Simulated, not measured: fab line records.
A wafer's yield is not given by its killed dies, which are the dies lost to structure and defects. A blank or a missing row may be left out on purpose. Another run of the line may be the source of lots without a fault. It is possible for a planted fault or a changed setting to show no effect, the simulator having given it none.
fab line records	flow nandHarc
[record] lots = 11	wafers = 33	lastDay = 33
route steps=1302 shown A_STAIRCASE@719 END@1302
lots untouched by any fault: they come from a run of this same line in which no faults occurred
startH: the number of hours between the record's first day and the start of the first shown wafer of the lot	waitH: hours since the lot's step before	" unchanged from the row above	L1.1+2: one row covering several wafers at once	- no value, or no start given	* or withheld: withheld	< > ~ a bound
route shown NAME@n: a module of which the file shows steps, and the number in the route of the first	usual: mean/standard deviation taken from wafers without a fault	same: alike in all rows	chamber/n: place in a boat	sites: per-site readings	_std_site: the standard deviation of these	_edge_site: outer sites' mean less inner sites'	radiusMm: how far each site lies from the wafer's centre	mask NAME#n: copy n	behind: the last tool/chamber to shape the wafer	hold: reason for holding the lot/hours on hold/outcome of the hold	device: whichever transistor did not switch (one of n, p or np)	end of line: at the end of the route, the tests of the same wafers	a step without rows: its recipe alone	killed: dies lost to structure and defects at the first sort, not the wafer's yield	map: a wafer's dies, x killed, . not, _ none there
set.NAME: the setting as run; set.NAME@STEP: as run at that earlier step	model.NAME: the simulator's own value behind a step, which no gauge read
one table for each step of the route and one row for each wafer, over a sample of lots
services: from which hour (startH, from the record's first day; less than 0 if before it) a tool's chamber was out of use, for how many hours, and why
[[steps]]
[step NHARC_A_STAIRCASE_STRIP_205]
[recipe] powerW = 1500	tempC = 250	chemistry = O2
[usual] drypumpMotorCurrentA = 5.5/0.3	heaterPowerW = 338/16
lot.wafer	tool	chamber	startH	waitH	drypumpMotorCurrentA	heaterPowerW	rfHoursCounterH
L578.3	plasmaAsher-02	0	370.96	0.2	5.8	324	-
L578.4	"	1	"	"	5.8	327	-
L578.5	"	0	"	"	5.8	328	-
L582.1	plasmaAsher-02	1	412.87	0.1	5.8	327	33
L582.3	"	1	"	"	5.8	326	-
L582.5	"	1	"	"	5.8	325	-
L583.1	plasmaAsher-02	0	414.42	0.1	5.8	324	33
L583.4	"	0	"	"	5.8	325	-
L583.5	"	1	"	"	5.9	319	-
L584.2	plasmaAsher-01	1	429.33	0.1	5.1	341	16
L584.1	"	0	"	"	5.4	358	16
L584.4	"	1	"	"	5.2	342	-
L591.2	plasmaAsher-02	1	502.62	0.1	5.8	331	14
L591.5	"	1	"	"	5.9	340	-
L591.6	"	0	"	"	5.8	315	-
L594.2	plasmaAsher-02	1	525.71	1.5	5.8	325	18
L594.3	"	1	"	"	5.8	332	-
L594.5	"	0	"	"	5.8	317	-
L593.2	plasmaAsher-02	0	532.19	0.1	5.8	312	22
L593.1	"	1	"	"	5.8	334	22
L593.6	"	0	"	"	5.8	315	-
L596.4	plasmaAsher-01	0	545.43	0.2	5.4	374	-
L596.6	"	0	"	"	5.4	374	-
L596.5	"	1	"	"	5.1	342	-
L599.2	plasmaAsher-02	1	571.01	0.1	5.9	336	30
L599.6	"	0	"	"	5.8	322	-
L599.5	"	1	"	"	5.8	330	-
L598.1	plasmaAsher-01	0	571.10	0.1	5.3	374	9
L598.2	"	1	"	"	5.1	341	9
L598.6	"	1	"	"	5.1	343	-
L600.1	plasmaAsher-01	1	589.20	0.1	5.1	338	12
L600.2	"	0	"	"	5.3	381	12
L600.5	"	1	"	"	5.1	335	-
[step NHARC_A_STAIRCASE_TRIM_220]
[recipe] timeS = 211.2	o2FlowSccm = 500	arFlowSccm = 0	biasW = 0	chemistry = O2
[usual] chamberPressureMTorr = 60.00/0.053	drypumpMotorCurrentA = 5.6/0.34	o2FlowSccm = 500.1/1.7	oesProductAu = 0.999/0.0087	rfVppV = 57.9/0.84	showerheadPlenumPTorr = 3.55/0.13	throttleValvePct = 17.037/0.0093
[same] biasW = 0
lot.wafer	tool	chamber	startH	waitH	chamberPressureMTorr	drypumpMotorCurrentA	o2FlowSccm	oesProductAu	rfHoursCounterH	rfVppV	showerheadPlenumPTorr	throttleValvePct
L578.3	rieDiel-04	2	372.39	0.1	59.97	5.8	498.8	1.003	3	59.3	3.75	17.041
L578.4	"	1	"	"	60.15	4.8	501.4	1.020	3	56.4	3.38	17.026
L578.5	"	3	"	"	59.96	5.3	500.9	1.005	-	57.1	3.64	17.040
L582.3	rieDiel-07	2	414.42	0.1	60.01	5.6	501.8	0.997	38	58.1	3.51	17.041
L582.1	"	3	"	"	60.05	6.0	499.5	1.014	44	58.8	3.59	17.034
L582.5	"	2	"	"	60.03	5.6	500.0	1.006	-	56.8	3.50	17.033
L583.4	rieDiel-08	3	416.02	0.1	59.95	5.7	501.5	0.996	13	57.5	3.45	17.043
L583.1	"	0	"	"	60.04	5.3	500.3	1.008	15	58.6	3.73	17.049
L583.5	"	1	"	"	59.95	6.0	499.1	0.987	-	59.5	3.80	17.029
L584.1	rieDiel-08	0	430.82	0.1	59.97	5.3	496.3	1.014	19	57.8	3.73	17.040
L584.2	"	1	"	"	60.12	6.0	499.1	0.994	18	58.4	3.80	17.034
L584.4	"	2	"	"	60.06	5.5	497.5	1.017	14	56.9	3.39	17.056
L591.2	rieDiel-04	3	504.26	0.1	60.02	5.3	500.8	1.003	44	59.0	3.61	17.026
L591.5	"	0	"	"	59.96	5.9	499.3	0.992	-	57.6	3.51	17.027
L591.6	"	1	"	"	60.01	4.8	499.3	1.004	-	58.8	3.36	17.031
L594.2	rieDiel-08	3	527.34	0.1	60.02	5.7	499.0	0.994	50	56.9	3.43	17.023
L594.3	"	1	"	"	60.00	6.0	498.9	0.988	47	59.2	3.78	17.042
L594.5	"	2	"	"	60.06	5.5	501.2	1.009	-	57.5	3.37	17.057
L593.1	rieDiel-07	0	533.80	0.1	60.02	5.8	495.3	1.002	19	59.1	3.64	17.045
L593.2	"	2	"	"	59.98	5.6	498.3	0.993	16	58.5	3.49	17.051
L593.6	"	1	"	"	60.05	5.5	501.1	0.979	-	58.5	3.45	17.026
L596.6	rieDiel-04	2	547.19	0.2	59.98	5.8	500.4	0.998	-	58.0	3.72	17.044
L596.4	"	0	"	"	60.05	5.8	500.5	0.997	-	58.8	3.51	17.035
L596.5	"	1	"	"	60.03	4.8	497.4	1.010	-	59.3	3.35	17.030
L599.2	rieDiel-07	1	572.58	0.1	59.93	5.5	498.3	0.986	35	57.1	3.44	17.031
L599.5	"	3	"	"	60.03	6.0	498.2	1.000	-	58.0	3.56	17.042
L599.6	"	0	"	"	60.01	5.8	498.6	0.986	-	57.3	3.63	17.035
L598.1	rieDiel-08	2	572.71	0.1	59.98	5.5	499.9	0.996	6	57.5	3.36	17.033
L598.2	"	3	"	"	59.99	5.7	496.8	0.998	6	57.0	3.42	17.034
L598.6	"	3	"	"	59.97	5.7	500.1	0.992	-	58.8	3.42	17.025
L600.1	rieDiel-07	2	590.80	0.1	59.88	5.6	498.6	0.984	34	57.8	3.48	17.032
L600.2	"	3	"	"	60.03	6.0	500.9	1.000	35	57.7	3.56	17.040
L600.5	"	2	"	"	59.97	5.7	500.7	1.000	-	57.4	3.48	17.036
[step NHARC_A_STAIRCASE_ETCH_223]
[recipe] targetDepthA = 1000	timeS = 40.5	ionEnergyEv = 400	c4f8FlowSccm = 20	o2FlowSccm = 10	arFlowSccm = withheld	rfW = 600	biasW = 1000	chemistry = C4F8/O2
[usual] biasW = 1000.0/3	oesProductAu = 0.941/0.01	rfVppV = 897/4.8
lot.wafer	tool	chamber	startH	waitH	biasW	oesProductAu	rfHoursCounterH	rfVppV
L578.3	rieDiel-04	1	-	-	1006.9	0.944	4	890
L578.4	"	2	"	"	998.5	0.934	3	904
L578.5	"	0	"	"	1003.7	0.939	-	897
L582.3	rieDiel-07	1	-	-	1001.1	0.951	33	894
L582.1	"	3	"	"	999.9	0.942	44	900
L582.5	"	0	"	"	1003.8	0.952	-	900
L583.4	rieDiel-08	1	-	-	998.3	0.945	14	906
L583.1	"	3	"	"	1002.7	0.940	13	894
L583.5	"	1	"	"	997.0	0.943	-	907
L584.1	rieDiel-08	1	-	-	998.9	0.927	18	906
L584.2	"	2	"	"	1001.2	0.939	14	891
L584.4	"	3	"	"	999.7	0.934	17	893
L591.2	rieDiel-04	3	-	-	1001.7	0.953	44	898
L591.5	"	0	"	"	997.7	0.931	-	895
L591.6	"	1	"	"	998.2	0.943	-	890
L594.2	rieDiel-08	1	-	-	1002.5	0.943	47	905
L594.3	"	2	"	"	1001.4	0.936	48	889
L594.5	"	1	"	"	1000.6	0.941	-	907
L593.2	rieDiel-07	3	-	-	999.6	0.934	17	898
L593.1	"	0	"	"	997.4	0.931	19	899
L593.6	"	3	"	"	1000.9	0.938	-	898
L596.6	rieDiel-04	1	-	-	1000.5	0.939	-	890
L596.4	"	2	"	"	1003.0	0.933	-	902
L596.5	"	0	"	"	998.2	0.938	-	895
L599.2	rieDiel-07	3	-	-	998.6	0.968	30	897
L599.5	"	0	"	"	993.7	0.946	-	900
L599.6	"	1	"	"	993.3	0.945	-	894
L598.1	rieDiel-08	3	-	-	997.9	0.944	6	891
L598.2	"	0	"	"	1002.4	0.950	8	902
L598.6	"	3	"	"	1000.8	0.950	-	892
L600.1	rieDiel-07	1	-	-	999.3	0.912	39	892
L600.2	"	2	"	"	994.2	0.936	34	894
L600.5	"	2	"	"	998.0	0.931	-	894
[step NHARC_A_STAIRCASE_TRIM_226]
[recipe] timeS = 211.2	o2FlowSccm = 500	arFlowSccm = 0	biasW = 0	chemistry = O2
[usual] biasW = 0/0	chamberPressureMTorr = 60.00/0.06	drypumpMotorCurrentA = 5.6/0.35	o2FlowSccm = 499.8/1.5	oesProductAu = 1.000/0.0083	rfVppV = 57.8/0.96	showerheadPlenumPTorr = 3.56/0.13	throttleValvePct = 17.036/0.0095
lot.wafer	tool	chamber	startH	waitH	biasW	chamberPressureMTorr	drypumpMotorCurrentA	o2FlowSccm	oesProductAu	rfHoursCounterH	rfVppV	showerheadPlenumPTorr	throttleValvePct
L578.4	rieDiel-04	0	373.86	-	0	60.02	5.8	498.8	1.011	4	58.1	3.53	17.049
L578.3	"	1	"	"	0	59.95	4.8	500.1	1.012	4	57.0	3.38	17.031
L578.5	"	0	"	"	0	59.95	5.8	497.0	0.995	-	57.2	3.53	17.030
L582.3	rieDiel-07	2	415.11	-	0	59.97	5.7	498.8	0.995	38	57.6	3.50	17.033
L582.1	"	0	"	"	0	59.96	5.8	499.7	0.992	36	57.7	3.67	17.041
L582.5	"	2	"	"	0	60.05	5.7	498.4	0.994	-	59.4	3.51	17.027
L583.1	rieDiel-08	1	416.70	-	0	60.06	6.0	498.9	0.985	14	59.6	3.80	17.038
L583.4	"	2	"	"	0	59.96	5.4	500.3	0.996	11	55.2	3.39	17.031
L583.5	"	0	"	"	0	60.01	5.3	497.8	1.000	-	58.4	3.73	17.039
L584.2	rieDiel-08	2	431.51	-	0	59.91	5.4	499.4	1.007	15	57.4	3.39	17.038
L584.4	"	3	"	"	0	60.11	5.7	499.7	0.997	17	59.1	3.45	17.032
L584.1	"	0	"	"	0	60.09	5.3	498.8	1.021	19	59.2	3.73	17.038
L591.2	rieDiel-04	0	504.92	-	0	60.03	5.9	498.9	0.990	43	59.3	3.51	17.031
L591.6	"	3	"	"	0	59.99	5.3	500.7	1.007	-	56.2	3.61	17.031
L591.5	"	0	"	"	0	59.91	5.8	501.4	0.992	-	56.6	3.51	17.039
L594.3	rieDiel-08	3	528.21	-	-	-	-	-	-	-	-	-	-
L594.2	"	0	"	"	-	-	-	-	-	-	-	-	-
L594.5	"	3	"	"	-	-	-	-	-	-	-	-	-
L593.2	rieDiel-07	0	534.49	-	-	-	-	-	-	-	-	-	-
L593.1	"	2	"	"	-	-	-	-	-	-	-	-	-
L593.6	"	1	"	"	-	-	-	-	-	-	-	-	-
L596.5	rieDiel-04	1	548.06	-	0	60.02	4.8	500.8	0.995	-	57.3	3.35	17.044
L596.4	"	2	"	"	0	60.14	5.8	499.4	0.992	-	59.4	3.72	17.045
L596.6	"	0	"	"	0	60.01	5.8	498.6	0.995	-	58.9	3.51	17.048
L599.2	rieDiel-07	0	573.29	-	0	59.98	5.8	501.2	1.000	36	56.6	3.63	17.042
L599.6	"	3	"	"	0	59.85	6.0	502.1	0.997	-	58.0	3.56	17.023
L599.5	"	0	"	"	0	59.97	5.8	502.8	1.003	-	57.1	3.63	17.035
L598.2	rieDiel-08	0	573.42	-	0	60.08	5.3	500.2	0.997	8	57.9	3.70	17.029
L598.1	"	1	"	"	0	60.01	6.0	500.8	1.000	8	58.7	3.77	17.043
L598.6	"	0	"	"	0	60.08	5.3	501.7	1.005	-	59.6	3.70	17.027
L600.2	rieDiel-07	2	591.59	-	0	60.04	5.6	496.2	0.986	34	56.5	3.48	17.050
L600.1	"	3	"	"	0	60.05	6.0	500.4	0.998	35	58.4	3.56	17.032
L600.5	"	1	"	"	0	60.05	5.5	499.9	0.993	-	57.3	3.44	17.048
[step NHARC_END_SORT_01]
[recipe] tempC = 25
[usual] killedAtArray = 60/21	killedAtOther = 1.0/1.2	killedAtPeriphery = 4.2/2.8	killedDies = 65/20	killedOpen = 3.1/1.8	killedShort = 2.6/1.6
[same] grossDies = 677
lot.wafer	tool	chamber	startH	waitH	killedAtArray	killedAtOther	killedAtPeriphery	killedDies	killedOpen	killedShort
L578.3	prober-01	0	571.84	3.1	85	1	5	91	3	4
L578.4	prober-01	0	572.63	3.3	79	0	3	82	2	2
L578.5	prober-01	0	573.41	3.6	71	1	1	73	2	2
L583.1	prober-01	0	609.98	2.5	38	4	3	45	5	1
L583.4	prober-01	0	612.40	3.4	48	3	0	51	3	2
L583.5	prober-01	0	613.21	3.7	48	1	4	53	3	4
L582.1	prober-02	0	610.00	2.5	57	2	1	60	3	0
L582.3	prober-02	0	611.60	3.1	62	0	5	67	5	4
L582.5	prober-02	0	613.21	3.7	57	0	1	58	4	5
L584.1	prober-02	0	623.16	2.5	88	1	4	93	5	3
L584.2	prober-02	0	623.96	2.8	96	0	3	99	5	4
L584.4	prober-02	0	625.55	3.4	93	1	1	95	1	4
L591.2	prober-02	0	694.23	2.8	43	1	6	50	4	2
L591.5	prober-02	0	696.64	3.7	43	1	7	51	5	4
L591.6	prober-02	0	697.44	4.0	50	0	7	57	3	3
L594.2	prober-01	0	723.30	2.8	670	5	2	677	1	1
L594.3	prober-01	0	724.09	3.1	674	3	0	677	2	1
L594.5	prober-01	0	725.69	3.7	670	4	3	677	1	5
L593.1	prober-02	0	735.54	2.5	669	0	8	677	4	2
L593.2	prober-02	0	736.34	2.8	673	0	4	677	2	4
L593.6	prober-02	0	739.56	4.0	671	0	6	677	3	4
L596.4	prober-01	0	773.41	3.4	48	0	5	53	3	2
L596.5	prober-01	0	774.23	3.7	48	0	9	57	4	3
L596.6	prober-01	0	775.04	4.1	44	0	12	56	3	2
L599.2	prober-02	0	773.51	2.8	66	1	2	69	2	5
L599.5	prober-02	0	775.93	3.7	47	1	1	49	3	2
L599.6	prober-02	0	776.73	4.0	68	1	6	75	5	4
L598.1	prober-01	0	778.83	2.5	15	1	4	20	2	2
L598.2	prober-01	0	779.63	2.8	22	2	9	33	4	3
L598.6	prober-01	0	782.82	4.0	19	3	9	31	5	2
L600.1	prober-01	0	786.64	2.5	38	0	2	40	1	3
L600.2	prober-01	0	787.44	2.8	54	0	2	56	1	1
L600.5	prober-01	0	789.82	3.7	46	1	6	53	2	1
// killed by level:class
L578.3 A_CHANNEL_HOLE_D1:chamberFilmFlake=39 A_SLIT:chamberFilmFlake=27 A_STAIRCASE:chamberFilmFlake=5 A_CHANNEL_HOLE_D2:chamberFilmFlake=4 A_ONON_D2:geometricParticle:short=2 P_GATE:chamberFilmFlake=2 P_BONDPAD:chamberFilmFlake=2 A_WL_FILL:chamberFilmFlake=2
L578.4 A_CHANNEL_HOLE_D1:chamberFilmFlake=35 A_SLIT:chamberFilmFlake=19 A_CHANNEL_HOLE_D2:chamberFilmFlake=12 A_CONTACT:chamberFilmFlake=8 P_GATE:chamberFilmFlake=2 P_M1:geometricParticle:short=1 A_SOURCE_PLATE:geometricParticle:short=1 A_ONON_D2:geometricParticle:open=1
L578.5 A_CHANNEL_HOLE_D1:chamberFilmFlake=31 A_SLIT:chamberFilmFlake=13 A_CHANNEL_HOLE_D2:chamberFilmFlake=10 A_ZERO_WELL:chamberFilmFlake=5 A_CONTACT:chamberFilmFlake=5 A_STAIRCASE:chamberFilmFlake=3 A_CHANNEL_FILL_D1:geometricParticle:short=1 A_ONON_D2:geometricParticle:open=1
L583.1 A_SLIT:chamberFilmFlake=18 A_CHANNEL_HOLE_D2:chamberFilmFlake=10 THIN_TSV:chamberFilmFlake=4 P_CONTACT:geometricParticle:open=2 A_STAIRCASE:chamberFilmFlake=2 A_M1:chamberFilmFlake=2 P_GATE:geometricParticle:open=1 A_DECK1_JOINT:geometricParticle:open=1
L582.1 A_CHANNEL_HOLE_D1:chamberFilmFlake=36 A_CHANNEL_HOLE_D2:chamberFilmFlake=12 A_CHANNEL_FILL_D1:chamberFilmFlake=2 THIN_TSV:chamberFilmFlake=2 P_CONTACT:geometricParticle:open=1 A_WL_FILL:geometricParticle:open=1 A_BLC:geometricParticle:open=1 A_ZERO_WELL:chamberFilmFlake=1
L582.3 A_CHANNEL_HOLE_D1:chamberFilmFlake=32 A_CHANNEL_HOLE_D2:chamberFilmFlake=12 A_CONTACT:chamberFilmFlake=7 A_CHANNEL_FILL_D1:geometricParticle:open=2 A_WL_FILL:geometricParticle:short=2 A_CHANNEL_FILL_D2:chamberFilmFlake=2 A_STAIRCASE:chamberFilmFlake=2 P_CONTACT:geometricParticle:short=1
L583.4 A_SLIT:chamberFilmFlake=26 A_CHANNEL_HOLE_D2:chamberFilmFlake=7 A_CONTACT:chamberFilmFlake=4 THIN_TSV:chamberFilmFlake=3 A_CHANNEL_FILL_D1:chamberFilmFlake=2 A_STAIRCASE:chamberFilmFlake=2 A_DECK1_JOINT:geometricParticle:short=1 A_CHANNEL_FILL_D2:geometricParticle:short=1
L583.5 A_SLIT:chamberFilmFlake=22 A_CHANNEL_HOLE_D2:chamberFilmFlake=6 A_STAIRCASE:chamberFilmFlake=6 A_CONTACT:chamberFilmFlake=3 P_ZERO_WELL:chamberFilmFlake=2 A_CHANNEL_FILL_D1:chamberFilmFlake=2 A_M1:chamberFilmFlake=2 P_M0:geometricParticle:short=1
L582.5 A_CHANNEL_HOLE_D1:chamberFilmFlake=25 A_CHANNEL_HOLE_D2:chamberFilmFlake=15 A_CONTACT:chamberFilmFlake=5 A_ONON_D1:geometricParticle:short=2 A_CHANNEL_FILL_D1:chamberFilmFlake=2 P_M1:geometricParticle:open=1 A_SOURCE_PLATE:geometricParticle:short=1 A_SOURCE_PLATE:geometricParticle:open=1
L584.1 A_CHANNEL_HOLE_D2:chamberFilmFlake=30 A_CHANNEL_HOLE_D1:chamberFilmFlake=28 A_SLIT:chamberFilmFlake=15 A_STAIRCASE:chamberFilmFlake=4 A_CONTACT:chamberFilmFlake=4 A_CHANNEL_FILL_D2:geometricParticle:open=2 P_ZERO_WELL:chamberFilmFlake=2 P_M0:geometricParticle:open=1
L584.2 A_CHANNEL_HOLE_D1:chamberFilmFlake=29 A_SLIT:chamberFilmFlake=27 A_CHANNEL_HOLE_D2:chamberFilmFlake=25 P_ZERO_WELL:chamberFilmFlake=2 A_STAIRCASE:chamberFilmFlake=2 A_CONTACT:chamberFilmFlake=2 A_SOURCE_PLATE:geometricParticle:open=1 A_SOURCE_PLATE:geometricParticle:short=1
L584.4 A_CHANNEL_HOLE_D1:chamberFilmFlake=33 A_CHANNEL_HOLE_D2:chamberFilmFlake=32 A_SLIT:chamberFilmFlake=15 A_CONTACT:chamberFilmFlake=3 A_M0:chamberFilmFlake=3 A_WL_FILL:chamberFilmFlake=2 A_SOURCE_PLATE:geometricParticle:short=1 A_SOURCE_PLATE:geometricParticle:open=1
L591.2 A_CHANNEL_HOLE_D1:chamberFilmFlake=31 A_CONTACT:chamberFilmFlake=5 P_STI:chamberFilmFlake=4 A_STAIRCASE:chamberFilmFlake=2 P_STI:geometricParticle:short=1 P_M0:geometricParticle:open=1 A_DECK1_JOINT:geometricParticle:open=1 A_CONTACT:geometricParticle:open=1
L591.5 A_CHANNEL_HOLE_D1:chamberFilmFlake=27 A_CONTACT:chamberFilmFlake=5 P_STI:chamberFilmFlake=3 A_STAIRCASE:chamberFilmFlake=3 P_CONTACT:chamberFilmFlake=2 P_M0:geometricParticle:open=1 P_M2:geometricParticle:short=1 A_ONON_D1:geometricParticle:short=1
L591.6 A_CHANNEL_HOLE_D1:chamberFilmFlake=32 A_CONTACT:chamberFilmFlake=8 A_SGD_CUT:geometricParticle:open=2 P_STI:chamberFilmFlake=2 P_GATE:chamberFilmFlake=2 A_STAIRCASE:chamberFilmFlake=2 A_SLIT:chamberFilmFlake=2 P_CONTACT:geometricParticle:short=1
L594.2 A_STAIRCASE:areaTrim=609 A_CHANNEL_HOLE_D1:chamberFilmFlake=33 A_SLIT:chamberFilmFlake=14 A_STAIRCASE:chamberFilmFlake=5 THIN_TSV:chamberFilmFlake=5 P_GATE:chamberFilmFlake=2 A_WL_FILL:chamberFilmFlake=2 A_ONON_D1:geometricParticle:short=1
L594.3 A_STAIRCASE:areaTrim=585 A_SLIT:chamberFilmFlake=41 A_CHANNEL_HOLE_D1:chamberFilmFlake=30 A_STAIRCASE:chamberFilmFlake=7 THIN_TSV:chamberFilmFlake=3 A_ZERO_WELL:chamberFilmFlake=2 A_SGD_CUT:chamberFilmFlake=2 A_ONON_D1:geometricParticle:short=1
L594.5 A_STAIRCASE:areaTrim=604 A_CHANNEL_HOLE_D1:chamberFilmFlake=32 A_SLIT:chamberFilmFlake=20 A_STAIRCASE:chamberFilmFlake=6 THIN_TSV:chamberFilmFlake=4 A_CHANNEL_FILL_D1:chamberFilmFlake=2 P_GATE:geometricParticle:short=1 P_CONTACT:geometricParticle:open=1
L593.1 A_STAIRCASE:areaTrim=589 A_SLIT:chamberFilmFlake=34 A_CHANNEL_HOLE_D1:chamberFilmFlake=22 A_CHANNEL_HOLE_D2:chamberFilmFlake=11 A_CONTACT:chamberFilmFlake=7 P_STI:chamberFilmFlake=4 P_CONTACT:geometricParticle:short=1 P_CONTACT:geometricParticle:open=1
L593.2 A_STAIRCASE:areaTrim=593 A_CHANNEL_HOLE_D1:chamberFilmFlake=27 A_CHANNEL_HOLE_D2:chamberFilmFlake=21 A_SLIT:chamberFilmFlake=19 A_CONTACT:chamberFilmFlake=5 A_STAIRCASE:chamberFilmFlake=3 P_CONTACT:geometricParticle:short=2 A_ONON_D2:geometricParticle:short=1
L593.6 A_STAIRCASE:areaTrim=580 A_CHANNEL_HOLE_D1:chamberFilmFlake=37 A_SLIT:chamberFilmFlake=29 A_CHANNEL_HOLE_D2:chamberFilmFlake=12 A_CONTACT:chamberFilmFlake=7 P_ZERO_WELL:chamberFilmFlake=3 A_ONON_D2:geometricParticle:short=2 P_M1:chamberFilmFlake=2
L596.4 A_CHANNEL_HOLE_D2:chamberFilmFlake=25 A_SLIT:chamberFilmFlake=8 A_CONTACT:chamberFilmFlake=5 A_CHANNEL_HOLE_D1:chamberFilmFlake=4 P_BONDPAD:chamberFilmFlake=2 P_GATE:chamberFilmFlake=2 P_M1:geometricParticle:open=1 A_CHANNEL_FILL_D1:geometricParticle:short=1
L599.2 A_CHANNEL_HOLE_D2:chamberFilmFlake=34 A_SLIT:chamberFilmFlake=15 A_CONTACT:chamberFilmFlake=8 A_CHANNEL_HOLE_D1:chamberFilmFlake=2 P_M0:geometricParticle:short=1 A_ONON_D1:geometricParticle:short=1 A_ONON_D2:geometricParticle:short=1 A_STAIRCASE:geometricParticle:short=1
L596.5 A_CHANNEL_HOLE_D2:chamberFilmFlake=21 A_SLIT:chamberFilmFlake=9 P_GATE:chamberFilmFlake=5 A_CHANNEL_HOLE_D1:chamberFilmFlake=5 A_CONTACT:chamberFilmFlake=4 P_CONTACT:geometricParticle:open=3 A_STAIRCASE:chamberFilmFlake=3 A_ONON_D1:geometricParticle:short=1
L596.6 A_CHANNEL_HOLE_D2:chamberFilmFlake=16 A_CONTACT:chamberFilmFlake=11 P_GATE:chamberFilmFlake=7 A_SLIT:chamberFilmFlake=7 A_CHANNEL_HOLE_D1:chamberFilmFlake=4 A_STAIRCASE:chamberFilmFlake=3 P_M0:geometricParticle:open=2 P_BONDPAD:chamberFilmFlake=2
L599.5 A_CHANNEL_HOLE_D1:chamberFilmFlake=12 A_SLIT:chamberFilmFlake=12 A_CONTACT:chamberFilmFlake=8 A_CHANNEL_HOLE_D2:chamberFilmFlake=8 A_ONON_D1:geometricParticle:open=2 A_CHANNEL_FILL_D2:geometricParticle:short=1 A_CONTACT:geometricParticle:short=1 A_M1:geometricParticle:open=1
L599.6 A_CHANNEL_HOLE_D2:chamberFilmFlake=30 A_SLIT:chamberFilmFlake=16 A_CHANNEL_HOLE_D1:chamberFilmFlake=8 A_CONTACT:chamberFilmFlake=7 A_DECK1_JOINT:geometricParticle:short=3 P_GATE:chamberFilmFlake=3 P_GATE:geometricParticle:open=2 P_M0:geometricParticle:open=1
L598.1 A_SLIT:chamberFilmFlake=5 A_CONTACT:chamberFilmFlake=3 P_ZERO_WELL:chamberFilmFlake=2 P_CONTACT:geometricParticle:short=1 A_DECK1_JOINT:geometricParticle:open=1 A_CHANNEL_FILL_D1:geometricParticle:open=1 A_ONON_D2:geometricParticle:short=1 P_GATE:chamberFilmFlake=1
L598.2 A_SLIT:chamberFilmFlake=7 A_CONTACT:chamberFilmFlake=5 P_ZERO_WELL:chamberFilmFlake=3 P_M0:chamberFilmFlake=3 A_SGD_CUT:geometricParticle:open=2 THIN_TSV:chamberFilmFlake=2 P_GATE:geometricParticle:open=1 P_M2:geometricParticle:short=1
L598.6 A_SLIT:chamberFilmFlake=7 P_M0:chamberFilmFlake=6 A_CONTACT:chamberFilmFlake=4 THIN_TSV:chamberFilmFlake=3 A_M0:geometricParticle:open=2 P_CONTACT:geometricParticle:open=1 P_M0:geometricParticle:open=1 A_CHANNEL_FILL_D1:geometricParticle:open=1
L600.1 A_SLIT:chamberFilmFlake=18 A_CONTACT:chamberFilmFlake=10 A_CHANNEL_FILL_D2:geometricParticle:short=2 P_M1:chamberFilmFlake=2 A_CHANNEL_HOLE_D1:chamberFilmFlake=2 A_WL_FILL:chamberFilmFlake=2 A_CHANNEL_FILL_D1:geometricParticle:short=1 A_SGD_CUT:geometricParticle:open=1
L600.2 A_SLIT:chamberFilmFlake=38 A_CONTACT:chamberFilmFlake=8 A_CHANNEL_HOLE_D2:chamberFilmFlake=2 A_DECK1_JOINT:geometricParticle:short=1 A_M0:geometricParticle:open=1 P_ZERO_WELL:chamberFilmFlake=1 P_M1:chamberFilmFlake=1 A_CHANNEL_HOLE_D1:chamberFilmFlake=1
L600.5 A_SLIT:chamberFilmFlake=35 A_CONTACT:chamberFilmFlake=8 P_M1:chamberFilmFlake=3 P_M0:geometricParticle:open=2 A_SOURCE_PLATE:geometricParticle:short=1 P_ZERO_WELL:chamberFilmFlake=1 A_CHANNEL_HOLE_D2:chamberFilmFlake=1 A_STAIRCASE:chamberFilmFlake=1
[[services]]
tool	chamber	startH	hours	kind
rieDiel-08	0	349.85	-	clean
rieDiel-08	1	349.85	-	clean
rieDiel-08	2	349.85	-	clean
rieDiel-08	3	349.85	-	clean
rieDiel-07	0	352.56	-	clean
rieDiel-07	1	352.56	-	clean
rieDiel-07	2	352.56	-	clean
rieDiel-07	3	352.56	-	clean
rieDiel-04	-	356.20	9.0	pm
rieDiel-08	-	367.91	9.0	pm
rieDiel-08	0	367.91	9.0	ventCycle
rieDiel-08	1	367.91	9.0	ventCycle
rieDiel-08	2	367.91	9.0	ventCycle
rieDiel-07	1	374.61	3.3	repair
rieDiel-07	0	388.16	14.9	repair
rieDiel-08	2	409.45	4.7	repair
plasmaAsher-02	-	426.29	9.0	pm
rieDiel-07	1	459.92	9.0	repair
rieDiel-07	-	471.62	9.0	pm
plasmaAsher-01	-	519.00	9.0	pm
plasmaAsher-02	-	519.02	5.1	repair
rieDiel-04	-	533.20	9.0	pm
rieDiel-04	2	556.72	1.8	repair
rieDiel-08	0	589.91	4.2	repair
[[key]]
[firstSign] step = NHARC_A_STAIRCASE_TRIM_226	reading = toolRecord	direction = missing
[effect] step = NHARC_END_SORT_01	reading = killedDies	direction = up	sigmas = 31	usual = 65	struck = 677
[moreKillsBornAt] NHARC_A_STAIRCASE_TRIM_226@rieDiel-08 = 1798	NHARC_A_STAIRCASE_TRIM_226@rieDiel-07 = 1762
metAt NHARC_A_STAIRCASE_TRIM_226
struckLots L593,L594
laterRowsLeftOut L593.1,L593.2,L593.6,L594.2,L594.3,L594.5
testerLeftOut L593,L594
notActingAt NHARC_A_STAIRCASE_STRIP_205,NHARC_A_STAIRCASE_TRIM_220,NHARC_A_STAIRCASE_ETCH_223
onsetBetween 431.51 528.21
[fault] kind = skippedStepWhole	tool = rieDiel-07,rieDiel-08	chamber = -	onsetH = 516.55	steps = NHARC_A_STAIRCASE_TRIM_226	scope = struckLotsOnly
// testerLeftOut: of these lots the tester's yield and bins aren't shown, on N5 and GAA mostly nor the transistor test; their killed dies are dies lost to structure and defects alone, not to doping, threshold or leakage, so they don't give the yield
// laterRowsLeftOut: the simulator's readings of these wafers behind a module that went badly wrong aren't trusted and aren't shown, but for the sort
